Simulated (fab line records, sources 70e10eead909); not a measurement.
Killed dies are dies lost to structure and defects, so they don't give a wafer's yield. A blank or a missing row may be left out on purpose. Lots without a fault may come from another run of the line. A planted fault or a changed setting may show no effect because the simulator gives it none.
Chamber matching | flow nand_harc | NHARC_A_STAIRCASE_ETCHBACK_422 on rie_diel-08: 4 sister chambers
The step etches the open film in CH3F/O2, target depth 40 nm, time 74.286 s. 4 wafers are shown with their chamber, then 11 later ones without.

WAFERS WITH THEIR CHAMBER
wafer  | chamber | showerhead_plenum_p_Torr (Torr)
L084.1 | 3       | 2.29
L089.5 | 1       | 2.45
L089.6 | 2       | 2.36
L090.1 | 0       | 2.66

WAFERS WITHOUT THEIR CHAMBER
wafer  | showerhead_plenum_p_Torr (Torr)
L090.2 | 2.66
L090.4 | 2.36
L093.1 | 2.65
L093.4 | 2.44
L093.5 | 2.44
L096.1 | 2.44
L096.4 | 2.35
L096.6 | 2.44
L097.1 | 2.65
L097.3 | 2.65
L097.4 | 2.44

WHICH CHAMBER EACH WENT THROUGH
wafer  | from the rows above | in truth
L090.2 | 0                   | 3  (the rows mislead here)
L090.4 | 2                   | 2
L093.1 | 0                   | 0
L093.4 | 1                   | 1
L093.5 | 1                   | 1
L096.1 | 1                   | 1
L096.4 | 2                   | 2
L096.6 | 1                   | 1
L097.1 | 0                   | 0
L097.3 | 0                   | 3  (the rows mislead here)
L097.4 | 1                   | 1
Placed correctly: 9 of 11. Can't be placed from these rows: 0. Placed wrongly: 2.
How it was worked out, from the rows above alone: a wafer's distance from a chamber is the root of the sum, over the readings, of the square of ((its reading less the chamber's mean) divided by the reading's scatter). The wafer belongs to the nearest chamber; if the next one is less than 2 further off, it can't be placed. A chamber's mean is the mean of its shown wafers. The scatter: with one shown wafer a chamber, the root of the mean of the squares of how far each hidden wafer lies from its nearest shown one.
